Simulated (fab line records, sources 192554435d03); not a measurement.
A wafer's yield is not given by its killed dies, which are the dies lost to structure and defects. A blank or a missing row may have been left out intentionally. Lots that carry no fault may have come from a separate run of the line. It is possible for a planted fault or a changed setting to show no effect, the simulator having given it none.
fab line records | flow n5-finfet
record lots=7 wafers=21
route steps=1938 shown BEOL_M14@1743 BEOL_M15@1796 MIM_BOT_ETCH@1868 PASS1_CAP@1873 TV_LITHO@1879 TV_OPEN@1888
start-h: hours from the record's opening day to when the first of the lot's shown wafers began | wait-h: hours elapsed since this lot's preceding step | " identical to the entry in the row above | L1.1+2: a single row standing in for several wafers | - no value, or no start given | * or withheld: withheld | < > ~ a bound
route shown NAME@n: names a module that has steps shown in the file, with the first one's number in the route | usual: mean and standard deviation over wafers with no fault | same: alike in all rows | chamber/n: place in a boat | sites: readings site by site | _std_site: standard deviation of those values | _edge_site: inner sites' mean taken away from outer sites' mean | radius-mm: how far each site lies from the wafer's centre | mask NAME#n: copy n | behind: the last tool/chamber to shape the wafer | hold: what put the lot on hold/how long, in hours/how the hold closed | device: the n, p or np transistor that did not switch | end of line: the same wafers' tests at the end of the route | for a step that has no rows: nothing shown but its recipe | killed: the dies lost at the first sort to structure and to defects; this is not the yield of the wafer | map: per-die view of a wafer (x killed, . not killed, _ where there is no die)
set.NAME: the run value of the setting; set.NAME@STEP: its run value at that earlier step | model.NAME: the simulator's own value behind a step, which no gauge read
lots whose settings were changed on purpose; a table a step, a row a wafer
## steps
# step N5_BEOL_M14_PEB_26
# recipe peb-temp-c=130 peb-time-s=90
# columns lot.wafer tool chamber start-h wait-h set.peb-temp-c
L075.1+2+4 litho-track-04 0 268.64 0.1 130
L079.3+5 litho-track-03 0 271.16 0.0 130
L079.4 " 0 " " 128.4
L086.2+4+6 litho-track-03 0 319.13 0.0 130
L087.3+5+6 litho-track-03 0 333.95 0.0 127.1
L091.2 litho-track-01 0 358.10 0.0 130
L091.3+4 " 0 " " 131.3
L096.3+4 litho-track-03 0 389.40 0.0 130
L096.5 " 0 " " 127.4
L095.1+4 litho-track-03 0 389.62 0.1 130
L095.5 " 0 " " 128.3
# step N5_BEOL_M14_DEVELOP_27
# recipe develop-time-s=45 rinse-liquid=diw dry=air-spin dev-temp-c=21
# step N5_BEOL_M14_HARDBAKE_32
# recipe temp-c=130 time-s=120
# step N5_BEOL_M14_CD_MEAS_28
# recipe target-cd-nm=284.4 landing-energy-ev=500 detector=se-inlens
# usual cd-nm=284.5/1.5
# columns lot.wafer tool chamber start-h wait-h set.dose-mj@BEOL_M14_EXPOSE_25 set.peb-temp-c@BEOL_M14_PEB_26 cd-nm
L075.1 cd-sem-03 0 268.76 - 26.6 130 283.1
L075.2 " 0 " " 26.6 130 285.2
L075.4 " 0 " " 26.6 130 283.1
L079.3 cd-sem-01 0 271.27 - 26.6 130 282.4
L079.4 " 0 " " 26.6 128.4 275.6
L079.5 " 0 " " 26.6 130 282.5
L086.2 cd-sem-02 0 319.25 - 26.6 130 284.1
L086.4 " 0 " " 26.6 130 285.3
L086.6 " 0 " " 26.6 130 284.1
L087.3 cd-sem-03 0 334.07 - 26.6 127.1 269.4
L087.5 " 0 " " 26.6 127.1 271.0
L087.6 " 0 " " 26.6 127.1 268.8
L091.2 cd-sem-03 0 358.21 - 26.6 130 285.6
L091.3 " 0 " " 27.44 131.3 296.2
L091.4 " 0 " " 26.6 131.3 291.9
L096.3 cd-sem-03 0 389.52 - 26.6 130 283.7
L096.4 " 0 " " 26.6 130 284.7
L096.5 " 0 " " 26.6 127.4 269.3
L095.1 cd-sem-01 0 389.74 - 26.6 130 283.4
L095.4 " 0 " " 25.07 130 274.8
L095.5 " 0 " " 26.6 128.3 274.9
# step N5_BEOL_M14_DESCUM_33
# recipe chemistry=O2 time-s=7.9 source-power-w=50 bias-power-w=20 pressure-mtorr=20 rf-frequency-hz=2.712e+07 temp-c=40 o2-flow-sccm=225
# columns lot.wafer tool chamber start-h wait-h set.dose-mj@BEOL_M14_EXPOSE_25 set.peb-temp-c@BEOL_M14_PEB_26 model.BEOL_M14.cd-nm
L075.1 rie-diel-02 0 268.87 0.1 26.6 130 283.2
L075.2 " 2 " " 26.6 130 285.2
L075.4 " 1 " " 26.6 130 283
L079.3 rie-diel-06 1 271.38 0.1 26.6 130 282.2
L079.4 " 2 " " 26.6 128.4 275.2
L079.5 " 3 " " 26.6 130 282
L086.2 rie-diel-06 0 319.34 0.0 26.6 130 284.2
L086.4 " 2 " " 26.6 130 285.4
L086.6 " 0 " " 26.6 130 284.4
L087.3 rie-diel-05 0 334.16 0.0 26.6 127.1 269.6
L087.5 " 1 " " 26.6 127.1 270.8
L087.6 " 0 " " 26.6 127.1 268.4
L091.2 rie-diel-05 0 358.30 0.0 26.6 130 285.6
L091.3 " 2 " " 27.44 131.3 296.2
L091.4 " 1 " " 26.6 131.3 291.6
L096.3 rie-diel-05 3 389.60 0.0 26.6 130 283.8
L096.4 " 2 " " 26.6 130 284.8
L096.5 " 3 " " 26.6 127.4 269.6
L095.1 rie-diel-06 2 389.83 0.0 26.6 130 283
L095.4 " 1 " " 25.07 130 275
L095.5 " 3 " " 26.6 128.3 275
# step N5_BEOL_M14_ETCH_67
# recipe chemistry=CF4 target=SiARC target-depth-a=1430 time-s=238.3 ion-energy-ev=80 pressure-mtorr=40 source-w=545 bias-w=36 Ar_flow_sccm=100 cf4-flow-sccm=100 ends=cleared
# columns lot.wafer tool chamber start-h wait-h set.dose-mj@BEOL_M14_EXPOSE_25 set.peb-temp-c@BEOL_M14_PEB_26 model.BEOL_M14.cd-nm
L075.1+4 rie-diel-02 0,1 268.91 0.0 26.6 130 279.2
L075.2 " 2 " " 26.6 130 280.6
L079.3 rie-diel-06 1 271.41 0.0 26.6 130 277.8
L079.4 " 2 " " 26.6 128.4 271.4
L079.5 " 3 " " 26.6 130 277.6
L086.2 rie-diel-06 0 319.37 0.0 26.6 130 279.8
L086.4 " 2 " " 26.6 130 280.6
L086.6 " 0 " " 26.6 130 280
L087.3 rie-diel-05 0 334.19 0.0 26.6 127.1 266.2
L087.5 " 1 " " 26.6 127.1 266.6
L087.6 " 0 " " 26.6 127.1 264.6
L091.2 rie-diel-05 0 358.33 0.0 26.6 130 281.8
L091.3 " 2 " " 27.44 131.3 292.2
L091.4 " 1 " " 26.6 131.3 287.2
L096.3 rie-diel-05 3 389.64 0.0 26.6 130 279.6
L096.4 " 2 " " 26.6 130 280.8
L096.5 " 3 " " 26.6 127.4 265.4
L095.1 rie-diel-06 2 389.86 0.0 26.6 130 278.6
L095.4 " 1 " " 25.07 130 270
L095.5 " 3 " " 26.6 128.3 270.6
# step N5_BEOL_M15_COAT_60
# recipe resist=BARC temp-c=205 time-s=60 spin-rpm=1500 resist-thk-nm=89
# columns lot.wafer tool chamber start-h wait-h set.spin-rpm model.BARC_of_BEOL_M15_COAT_60.thk-nm
L075.1+2 litho-track-02 0 274.86 0.3 1500 88.8
L075.4 " 0 " " 1500 89.2
L079.3 litho-track-05 0 277.51 0.3 1500 88.8
L079.4 " 0 " " 1361 93.4
L079.5 " 0 " " 1500 88.6
L086.2 litho-track-03 0 328.58 0.3 1621 86
L086.4+6 " 0 " " 1500 89.2
L087.3 litho-track-03 0 341.32 0.3 1500 89.2
L087.5 " 0 " " 1632 85.4
L087.6 " 0 " " 1632 85.8
L091.2 litho-track-03 0 366.82 0.3 1651 85
L091.3 " 0 " " 1500 89.2
L091.4 " 0 " " 1500 89
L096.3+4 litho-track-02 0 396.57 0.3 1500 88.8
L096.5 " 0 " " 1567 86.8
L095.1+5 litho-track-02 0 397.91 0.3 1500 89
L095.4 " 0 " " 1500 89.4
# step N5_BEOL_M15_EXPOSE_25
# recipe mask-id=M15 na=0.8 source-shape=annular sigma-inner=0.5 sigma-outer=0.8 polarization=unpolarized target-cd-nm=400 dose-mj=35.5
# columns lot.wafer tool chamber start-h wait-h mask set.dose-mj
L075.1+2+4 krf-scanner-02 0 275.08 - M15#0 35.5
L079.3 krf-scanner-01 0 277.62 - M15#0 34.78
L079.4+5 " 0 " " M15#0 35.5
L086.2+4+6 krf-scanner-01 0 328.81 - M15#0 35.5
L087.3+6 krf-scanner-02 0 341.43 - M15#0 35.5
L087.5 " 0 " " M15#0 36.23
L091.2+3 krf-scanner-01 0 367.05 - M15#0 35.5
L091.4 " 0 " " M15#0 36.19
L096.3+5 krf-scanner-01 0 396.68 - M15#0 35.5
L096.4 " 0 " " M15#0 34.52
L095.1+4 krf-scanner-02 0 398.13 - M15#0 38.05
L095.5 " 0 " " M15#0 35.5
# step N5_BEOL_M15_PEB_26
# recipe peb-temp-c=130 peb-time-s=90
# step N5_BEOL_M15_DEVELOP_27
# recipe develop-time-s=45 rinse-liquid=diw dry=air-spin dev-temp-c=21
# step N5_BEOL_M15_HARDBAKE_32
# recipe temp-c=130 time-s=120
# step N5_BEOL_M15_CD_MEAS_28
# recipe target-cd-nm=407.6 landing-energy-ev=500 detector=se-inlens
# usual cd-nm=407.2/1.4
# columns lot.wafer tool chamber start-h wait-h set.dose-mj@BEOL_M15_EXPOSE_25 cd-nm
L075.1 cd-sem-01 0 275.26 - 35.5 408.0
L075.2 " 0 " " 35.5 408.9
L075.4 " 0 " " 35.5 408.6
L079.3 cd-sem-02 0 277.79 - 34.78 405.5
L079.4 " 0 " " 35.5 407.9
L079.5 " 0 " " 35.5 407.2
L086.2 cd-sem-03 0 328.98 - 35.5 408.2
L086.4 " 0 " " 35.5 408.0
L086.6 " 0 " " 35.5 406.9
L087.3 cd-sem-03 0 341.59 - 35.5 407.2
L087.5 " 0 " " 36.23 409.8
L087.6 " 0 " " 35.5 407.4
L091.2 cd-sem-01 0 367.22 - 35.5 407.4
L091.3 " 0 " " 35.5 408.1
L091.4 " 0 " " 36.19 409.9
L096.3 cd-sem-01 0 396.85 - 35.5 404.0
L096.4 " 0 " " 34.52 401.0
L096.5 " 0 " " 35.5 404.6
L095.1 cd-sem-01 0 398.30 - 38.05 417.4
L095.4 " 0 " " 38.05 417.7
L095.5 " 0 " " 35.5 408.4
# step N5_BEOL_M15_DESCUM_33
# recipe chemistry=O2 time-s=7.9 source-power-w=50 bias-power-w=20 pressure-mtorr=20 rf-frequency-hz=2.712e+07 temp-c=40 o2-flow-sccm=225
# columns lot.wafer tool chamber start-h wait-h set.dose-mj@BEOL_M15_EXPOSE_25 model.BEOL_M15.cd-nm
L075.1 rie-diel-03 1 275.35 0.0 35.5 408
L075.2 " 0 " " 35.5 409.2
L075.4 " 2 " " 35.5 408.6
L079.3 rie-diel-03 2 278.04 0.2 34.78 405.6
L079.4 " 1 " " 35.5 407.8
L079.5 " 0 " " 35.5 407.4
L086.2 rie-diel-03 0 329.08 0.0 35.5 408.2
L086.4 " 1 " " 35.5 407.8
L086.6 " 3 " " 35.5 407.2
L087.3 rie-diel-04 1 341.93 0.3 35.5 406.8
L087.5 " 2 " " 36.23 409.8
L087.6 " 3 " " 35.5 407.6
L091.2 rie-diel-01 1 367.39 0.1 35.5 407.2
L091.3 " 2 " " 35.5 408.2
L091.4 " 3 " " 36.19 409.8
L096.3 rie-diel-03 3 397.06 0.2 35.5 403.8
L096.4 " 1 " " 34.52 401.2
L096.5 " 0 " " 35.5 405
L095.1 rie-diel-04 2 398.39 0.0 38.05 417.4
L095.4 " 1 " " 38.05 418
L095.5 " 0 " " 35.5 408.6
# step N5_BEOL_M15_ETCH_61
# recipe chemistry=N2/H2 target=BARC target-depth-a=890 overetch-a=267 time-s=67.9 ion-energy-ev=200 pressure-mtorr=30 source-w=840 bias-w=150 n2-flow-sccm=200 h2-flow-sccm=200
# columns lot.wafer tool chamber start-h wait-h set.spin-rpm@BEOL_M15_COAT_60 set.dose-mj@BEOL_M15_EXPOSE_25 model.BEOL_M15.cd-nm model.etch.depth-nm
L075.1 rie-diel-03 1 275.38 0.0 1500 35.5 400.8 88.8
L075.2 " 0 " " 1500 35.5 402.2 88.83
L075.4 " 2 " " 1500 35.5 402.2 89.2
L079.3 rie-diel-03 2 278.08 0.0 1500 34.78 397.6 88.87
L079.4 " 1 " " 1361 35.5 399.8 93.36
L079.5 " 0 " " 1500 35.5 399.4 88.67
L086.2 rie-diel-03 0 329.11 0.0 1621 35.5 400.2 86.01
L086.4 " 1 " " 1500 35.5 399.6 89.21
L086.6 " 3 " " 1500 35.5 399 89.22
L087.3 rie-diel-04 1 341.97 0.0 1500 35.5 399 89.19
L087.5 " 2 " " 1632 36.23 402.8 85.43
L087.6 " 3 " " 1632 35.5 399.8 85.84
L091.2 rie-diel-01 1 367.43 0.0 1651 35.5 399.2 84.98
L091.3 " 2 " " 1500 35.5 401 89.16
L091.4 " 3 " " 1500 36.19 402.2 88.93
L096.3 rie-diel-03 3 397.10 0.0 1500 35.5 396 88.81
L096.4 " 1 " " 1500 34.52 393.4 88.81
L096.5 " 0 " " 1567 35.5 397.4 86.86
L095.1 rie-diel-04 2 398.43 0.0 1500 38.05 409.8 88.92
L095.4 " 1 " " 1500 38.05 410.2 89.35
L095.5 " 0 " " 1500 35.5 400.4 89.07
# step N5_BEOL_M15_TRENCH_ETCH_34
# recipe chemistry=C4F8/O2/Ar target=SiO2 target-depth-a=8729.3 he-inner-torr=15 he-outer-torr=30 time-s=199 ion-energy-ev=800 pressure-mtorr=20 source-w=1905 bias-w=2040 Ar_flow_sccm=400 C4F8_flow_sccm=16 O2_flow_sccm=12
# columns lot.wafer tool chamber start-h wait-h set.dose-mj@BEOL_M15_EXPOSE_25 model.BEOL_M15.cd-nm
L075.1 rie-diel-03 1 275.43 0.0 35.5 400.8
L075.2 " 0 " " 35.5 402.6
L075.4 " 2 " " 35.5 401.8
L079.3 rie-diel-03 2 278.13 0.0 34.78 397.2
L079.4 " 1 " " 35.5 400
L079.5 " 0 " " 35.5 399.8
L086.2 rie-diel-03 0 329.17 0.0 35.5 400.4
L086.4 " 1 " " 35.5 399.4
L086.6 " 3 " " 35.5 399.2
L087.3 rie-diel-04 1 342.02 0.0 35.5 399.2
L087.5 " 2 " " 36.23 403
L087.6 " 3 " " 35.5 399.6
L091.2 rie-diel-01 1 367.48 0.0 35.5 398.6
L091.3 " 2 " " 35.5 401.2
L091.4 " 3 " " 36.19 402
L096.3 rie-diel-03 3 397.15 0.0 35.5 396.4
L096.4 " 1 " " 34.52 393.4
L096.5 " 0 " " 35.5 397.8
L095.1 rie-diel-04 2 398.48 0.0 38.05 410
L095.4 " 1 " " 38.05 410.2
L095.5 " 0 " " 35.5 400
# step N5_MIM_BOT_ETCH_ETCH_00
# recipe chemistry=Cl2/BCl3 target=TiN target-depth-a=455 ion-energy-ev=150 pressure-mtorr=10 icp-w=1000 bias-w=126 Cl2_flow_sccm=53.25 bcl3-flow-sccm=21.75 Ar_flow_sccm=25
# columns lot.wafer tool chamber start-h wait-h set.bias-w model.etch.depth-nm
L075.1 rie-metal-01 0 284.46 0.1 126 45.73
L075.2 " 1 " " 126 44.9
L075.4 " 1 " " 126 44.74
L079.3 rie-metal-02 1 287.91 0.1 135.7 47.97
L079.4 " 0 " " 135.7 47.94
L079.5 " 1 " " 126 47.02
L086.2 rie-metal-03 0 339.14 0.1 147.8 48.35
L086.4 " 1 " " 147.8 49.61
L086.6 " 1 " " 126 47
L087.3 rie-metal-01 1 352.44 0.1 126 45.28
L087.5 " 0 " " 147.4 49.46
L087.6 " 1 " " 126 45.63
L091.2 rie-metal-02 0 376.14 0.1 126 45.68
L091.3 " 0 " " 126 45.6
L091.4 " 1 " " 126 46.43
L096.3 rie-metal-01 0 405.67 0.1 126 46.52
L096.4 " 1 " " 115.2 43.76
L096.5 " 1 " " 126 45.67
L095.1 rie-metal-02 0 407.60 0.1 126 45.94
L095.4 " 0 " " 148.1 48.77
L095.5 " 0 " " 148.1 49.14
# step N5_PASSIVATION_PECVD_55
# recipe material=SiO2 target-thk-a=4000 temp-c=400 precursor=SiH4/N2O pressure-torr=2.7 rf-w=608 time-s=22.5
# columns lot.wafer tool chamber start-h wait-h set.time-s model.SiO2_of_PASSIVATION_PECVD_55.thk-nm
L075.1 pecvd-02 1 285.17 0.0 22.5 402.8
L075.2 " 0 " " 22.5 399.4
L075.4 " 0 " " 22.5 409.6
L079.3 pecvd-03 1 288.54 0.0 24.46 430.6
L079.4 " 0 " " 22.5 401.4
L079.5 " 2 " " 22.5 400
L086.2 pecvd-03 1 339.89 0.0 22.5 403
L086.4 " 2 " " 20.36 367.4
L086.6 " 1 " " 22.5 404
L087.3 pecvd-02 2 353.04 0.0 22.5 398.6
L087.5 " 1 " " 22.5 407.6
L087.6 " 0 " " 22.5 413.6
L091.2 pecvd-02 1 376.78 0.0 25.22 451.4
L091.3 " 0 " " 22.5 406
L091.4 " 2 " " 25.22 454.4
L096.3 pecvd-04 2 406.67 0.0 22.5 397.2
L096.4 " 0 " " 22.5 407.8
L096.5 " 2 " " 22.5 405
L095.1 pecvd-02 1 408.24 0.0 22.5 398.6
L095.4 " 2 " " 25.83 465.4
L095.5 " 0 " " 22.5 405
# step N5_PASSIVATION_EXPOSE_07
# recipe mask-id=TV na=0.55 source-shape=conventional sigma-outer=0.8 polarization=unpolarized defocus-nm=0 target-cd-nm=3000 dose-mj=22.75
# columns lot.wafer tool chamber start-h wait-h mask set.dose-mj
L075.1+2+4 krf-scanner-01 0 285.41 - TV#0 22.75
L079.3+5 krf-scanner-01 0 289.47 - TV#0 24.37
L079.4 " 0 " " TV#0 22.75
L086.2+4+6 krf-scanner-01 0 340.25 - TV#0 22.75
L087.3+5 krf-scanner-01 0 356.70 - TV#0 22.23
L087.6 " 0 " " TV#0 22.75
L091.2+4 krf-scanner-01 0 377.71 - TV#0 24.27
L091.3 " 0 " " TV#0 22.75
L096.3+5 krf-scanner-02 0 408.83 - TV#0 21.23
L096.4 " 0 " " TV#0 22.75
L095.1+4+5 krf-scanner-01 0 408.98 - TV#0 22.75
# step N5_PASSIVATION_PEB_08
# recipe peb-temp-c=withheld peb-time-s=*
# step N5_PASSIVATION_DEVELOP_09
# recipe develop-time-s=60 rinse-liquid=diw dry=air-spin dev-temp-c=21
# step N5_PASSIVATION_HARDBAKE_11
# recipe temp-c=130 time-s=120
# step N5_PASSIVATION_CD_MEAS_10
# recipe target-cd-nm=3000 landing-energy-ev=500 detector=se-inlens
# usual cd-nm=3000.8/1.9
# columns lot.wafer tool chamber start-h wait-h set.dose-mj@PASSIVATION_EXPOSE_07 cd-nm
L075.1 cd-sem-03 0 285.59 - 22.75 3002.6
L075.2 " 0 " " 22.75 3001.9
L075.4 " 0 " " 22.75 3001.2
L079.3 cd-sem-02 0 289.63 - 24.37 3020.2
L079.4 " 0 " " 22.75 3004.3
L079.5 " 0 " " 24.37 3018.1
L086.2 cd-sem-01 0 340.42 - 22.75 2999.8
L086.4 " 0 " " 22.75 3000.3
L086.6 " 0 " " 22.75 2997.4
L087.3 cd-sem-02 0 356.87 - 22.23 2995.6
L087.5 " 0 " " 22.23 2996.3
L087.6 " 0 " " 22.75 3001.1
L091.2 cd-sem-03 0 377.88 - 24.27 3013.2
L091.3 " 0 " " 22.75 3002.1
L091.4 " 0 " " 24.27 3013.9
L096.3 cd-sem-03 0 408.99 - 21.23 2982.8
L096.4 " 0 " " 22.75 3000.6
L096.5 " 0 " " 21.23 2984.4
L095.1 cd-sem-03 0 409.15 - 22.75 3000.4
L095.4 " 0 " " 22.75 3000.3
L095.5 " 0 " " 22.75 2999.1
# step N5_PASSIVATION_DESCUM_12
# recipe chemistry=O2 time-s=7.9 source-power-w=50 bias-power-w=20 pressure-mtorr=20 rf-frequency-hz=2.712e+07 temp-c=40 o2-flow-sccm=225
# columns lot.wafer tool chamber start-h wait-h set.dose-mj@PASSIVATION_EXPOSE_07 model.TV_LITHO.cd-nm
L075.1 rie-diel-04 3 285.96 0.3 22.75 3003
L075.2 " 1 " " 22.75 3002
L075.4 " 0 " " 22.75 3001
L079.3 rie-diel-04 0 289.84 0.2 24.37 3020
L079.4 " 2 " " 22.75 3005
L079.5 " 2 " " 24.37 3018
L086.2 rie-diel-04 2 340.64 0.2 22.75 3000
L086.4 " 3 " " 22.75 3001
L086.6 " 0 " " 22.75 2997
L087.3+5 rie-diel-04 1 357.03 0.1 22.23 2996
L087.6 " 2 " " 22.75 3001
L091.2 rie-diel-03 1 378.07 0.1 24.27 3013
L091.3 " 0 " " 22.75 3002
L091.4 " 3 " " 24.27 3014
L096.3 rie-diel-01 3 409.12 0.1 21.23 2983
L096.4 " 0 " " 22.75 3000
L096.5 " 1 " " 21.23 2984
L095.1+4 rie-diel-01 3,1 409.60 0.4 22.75 3001
L095.5 " 2 " " 22.75 3000
# step N5_PASSIVATION_VIA_ETCH_13
# recipe chemistry=CHF3/O2 target=SiO2 target-depth-a=6600 CHF3_flow_sccm=50 O2_flow_sccm=5 Ar_flow_sccm=200 time-s=330 mask-material=PR pressure-mtorr=30 source-w=650 bias-w=170 ion-energy-ev=200 ends=cleared
# usual etch-rf-on-time-s=235/4 rf-vpp-V=524/5.6
# columns lot.wafer tool chamber start-h wait-h set.bias-w set.time-s@PASSIVATION_PECVD_55 etch-rf-on-time-s rf-vpp-V
L075.1 rie-diel-04 3 286.12 0.0 170 22.5 235 517
L075.2 " 1 " " 170 22.5 227 527
L075.4 " 0 " " 170 22.5 242 518
L079.3 rie-diel-04 0 289.99 0.0 170 24.46 257 519
L079.4 " 2 " " 170 22.5 236 522
L079.5 " 2 " " 186.5 22.5 228 563
L086.2 rie-diel-04 2 340.80 0.0 170 22.5 235 522
L086.4 " 3 " " 170 20.36 214 527
L086.6 " 0 " " 180.8 22.5 234 546
L087.3 rie-diel-04 1 357.18 0.0 191.9 22.5 217 581
L087.5 " 1 " " 170 22.5 229 528
L087.6 " 2 " " 170 22.5 240 522
L091.2 rie-diel-03 1 378.23 0.0 170 25.22 269 533
L091.3 " 0 " " 170 22.5 241 516
L091.4 " 3 " " 170 25.22 265 532
L096.3 rie-diel-01 3 409.28 0.0 151.3 22.5 243 485
L096.4 " 0 " " 170 22.5 236 515
L096.5 " 1 " " 170 22.5 236 525
L095.1 rie-diel-01 3 409.76 0.0 170 22.5 235 530
L095.4 " 1 " " 170 25.83 272 526
L095.5 " 2 " " 189.8 22.5 228 571
## key
split step=N5_BEOL_M14_PEB_26 setting=peb-temp-c stated=130 by=wafer
response step=N5_BEOL_M14_CD_MEAS_28 reading=cd-nm change=+6.36 per=1% r=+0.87
response step=N5_BEOL_M14_DESCUM_33 reading=model.BEOL_M14.cd-nm change=+6.25 per=1% r=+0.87
response step=N5_BEOL_M14_ETCH_67 reading=model.BEOL_M14.cd-nm change=+6.09 per=1% r=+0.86
split step=N5_BEOL_M15_COAT_60 setting=spin-rpm stated=1500 by=wafer
response step=N5_BEOL_M15_COAT_60 reading=model.BARC_of_BEOL_M15_COAT_60.thk-nm change=-0.433 per=1% r=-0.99
response step=N5_BEOL_M15_ETCH_61 reading=model.etch.depth-nm change=-0.427 per=1% r=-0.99
split step=N5_BEOL_M15_EXPOSE_25 setting=dose-mj stated=35.5 by=wafer
response step=N5_BEOL_M15_CD_MEAS_28 reading=cd-nm change=+1.23 per=1% r=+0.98
response step=N5_BEOL_M15_DESCUM_33 reading=model.BEOL_M15.cd-nm change=+1.23 per=1% r=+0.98
response step=N5_BEOL_M15_ETCH_61 reading=model.BEOL_M15.cd-nm change=+1.31 per=1% r=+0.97
response step=N5_BEOL_M15_TRENCH_ETCH_34 reading=model.BEOL_M15.cd-nm change=+1.4 per=1% r=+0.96
split step=N5_MIM_BOT_ETCH_ETCH_00 setting=bias-w stated=126 by=wafer
response step=N5_MIM_BOT_ETCH_ETCH_00 reading=model.etch.depth-nm change=+0.177 per=1% r=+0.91
split step=N5_PASSIVATION_PECVD_55 setting=time-s stated=22.5 by=wafer
response step=N5_PASSIVATION_PECVD_55 reading=model.SiO2_of_PASSIVATION_PECVD_55.thk-nm change=+3.97 per=1% r=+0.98
response step=N5_PASSIVATION_VIA_ETCH_13 reading=etch-rf-on-time-s change=* per=1% r=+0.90
split step=N5_PASSIVATION_EXPOSE_07 setting=dose-mj stated=22.75 by=wafer
response step=N5_PASSIVATION_CD_MEAS_10 reading=cd-nm change=+2.12 per=1% r=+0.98
response step=N5_PASSIVATION_DESCUM_12 reading=model.TV_LITHO.cd-nm change=+2.1 per=1% r=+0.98
split step=N5_PASSIVATION_VIA_ETCH_13 setting=bias-w stated=170 by=wafer
response step=N5_PASSIVATION_VIA_ETCH_13 reading=rf-vpp-V change=+3.86 per=1% r=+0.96
split outside-this-file step=N5_BEOL_M14_EXPOSE_25 setting=dose-mj
# split outside-this-file: this setting was split too, and the file shows its column; the key of that split is in another file
